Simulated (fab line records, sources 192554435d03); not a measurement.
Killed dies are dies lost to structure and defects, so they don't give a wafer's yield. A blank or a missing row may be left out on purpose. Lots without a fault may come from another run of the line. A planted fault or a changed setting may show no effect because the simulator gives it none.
Chamber matching | flow n5_finfet | N5_FIN_SAQP_MANDREL1_REMOVE_56 on rie_si-02: 4 sister chambers
The step chemistry HBr/Cl2/O2, target a-Si, stops on SiNx, bt time 10 s. 4 wafers are shown with their chamber, then 11 later ones without.

WAFERS WITH THEIR CHAMBER
wafer  | chamber | drypump_motor_current_A (A)
L084.5 | 2       | 5.0
L084.6 | 3       | 6.1
L091.1 | 0       | 5.6
L092.1 | 1       | 5.8

WAFERS WITHOUT THEIR CHAMBER
wafer  | drypump_motor_current_A (A)
L092.2 | 5.1
L092.3 | 6.1
L094.2 | 6.1
L094.4 | 5.8
L094.5 | 5.6
L095.2 | 5.8
L095.3 | 6.1
L095.4 | 5.0
L096.2 | 5.1
L096.3 | 5.6
L096.6 | 5.8

WHICH CHAMBER EACH WENT THROUGH
wafer  | from the rows above | in truth
L092.2 | 2                   | 2
L092.3 | 3                   | 3
L094.2 | 3                   | 3
L094.4 | 1                   | 1
L094.5 | 0                   | 0
L095.2 | 1                   | 1
L095.3 | 3                   | 3
L095.4 | 2                   | 2
L096.2 | 2                   | 2
L096.3 | 0                   | 0
L096.6 | 1                   | 1
Placed correctly: 11 of 11. Can't be placed from these rows: 0. Placed wrongly: 0.
How it was worked out, from the rows above alone: a wafer's distance from a chamber is the root of the sum, over the readings, of the square of ((its reading less the chamber's mean) divided by the reading's scatter). The wafer belongs to the nearest chamber; if the next one is less than 2 further off, it can't be placed. A chamber's mean is the mean of its shown wafers. The scatter: with one shown wafer a chamber, the root of the mean of the squares of how far each hidden wafer lies from its nearest shown one.
